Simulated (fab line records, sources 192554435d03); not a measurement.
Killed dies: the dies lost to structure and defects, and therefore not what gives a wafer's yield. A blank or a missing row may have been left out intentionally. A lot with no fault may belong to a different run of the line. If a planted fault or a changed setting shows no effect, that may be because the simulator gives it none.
Chamber matching | flow n5-finfet | ald-metal-03 running N5_HKMG_FIN_ALD_21: 4 sister chambers
The step deposits TiN, target thk 1.5 nm, pulse time 1 s, purge time 3 s. 22 wafers are shown with their chamber, then 11 later ones without.

== EACH WAFER AND ITS CHAMBER ==
wafer  | chamber | heater-power-w (W) | precursor-pulse-height-rel
L074.1 | 2       | 903                | 1.044
L074.5 | 2       | 923                | 1.008
L074.6 | 0       | 881                | 1.009
L076.4 | 0       | 864                | 0.963
L076.5 | 0       | 874                | 1.002
L076.6 | 3       | 797                | 0.970
L079.4 | 0       | 862                | 0.994
L079.5 | 2       | 892                | 0.999
L079.6 | 1       | 770                | 0.989
L082.2 | 1       | 790                | 0.969
L082.3 | 0       | 874                | 1.026
L082.6 | 1       | 768                | 1.001
L087.3 | 1       | 772                | 0.985
L087.5 | 3       | 795                | 0.992
L087.6 | 2       | 918                | 1.023
L089.1 | 0       | 886                | 0.971
L089.4 | 2       | 924                | 1.016
L089.6 | 2       | 896                | 0.971
L090.1 | 3       | 757                | 0.982
L090.2 | 1       | 793                | 1.039
L090.5 | 0       | 859                | 1.005
L091.3 | 3       | 762                | 1.003

SIGNATURES, as means of the wafers listed above
reading                    | chamber 0 | chamber 1 | chamber 2 | chamber 3 | scatter within a chamber
heater-power-w             | 871.43    | 778.60    | 909.33    | 777.75    | 14
precursor-pulse-height-rel | 0.99571   | 0.99660   | 1.01017   | 0.98675   | 0.0227
Rule: for a wafer and a chamber, the distance is found by dividing, reading by reading, the gap between the wafer's reading and the chamber's mean by the reading's scatter, squaring, summing and taking the root. The wafer belongs to the nearest chamber; if the next one is less than 2 further off, it can't be placed. The scatter: take each reading less its chamber's mean, square it, sum over the shown wafers, divide by the number of wafers less the number of chambers, and take the root.

== WAFERS WITH NO CHAMBER GIVEN ==
wafer  | heater-power-w (W) | precursor-pulse-height-rel
L091.4 | 889                | 1.003
L091.6 | 791                | 0.987
L093.1 | 770                | 1.012
L093.4 | 767                | 1.039
L093.6 | 907                | 1.049
L095.2 | 767                | 1.008
L095.3 | 774                | 1.020
L095.6 | 928                | 0.976
L097.3 | 756                | 1.005
L097.4 | 805                | 1.024
L097.6 | 884                | 1.033

== WHICH CHAMBER EACH WENT THROUGH ==
wafer  | from the rows above     | in truth
L091.4 | can't be placed: 0 or 2 | 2
L091.6 | can't be placed: 3 or 1 | 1
L093.1 | can't be placed: 1 or 3 | 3
L093.4 | can't be placed: 1 or 3 | 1
L093.6 | can't be placed: 2 or 0 | 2
L095.2 | can't be placed: 1 or 3 | 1
L095.3 | can't be placed: 1 or 3 | 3
L095.6 | 2                       | 2
L097.3 | can't be placed: 1 or 3 | 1
L097.4 | can't be placed: 1 or 3 | 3
L097.6 | can't be placed: 0 or 2 | 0
1 of 11 placed correctly. Can't be placed from these rows: 10 (the true chamber is among the candidates in 10). Wrongly placed: 0.
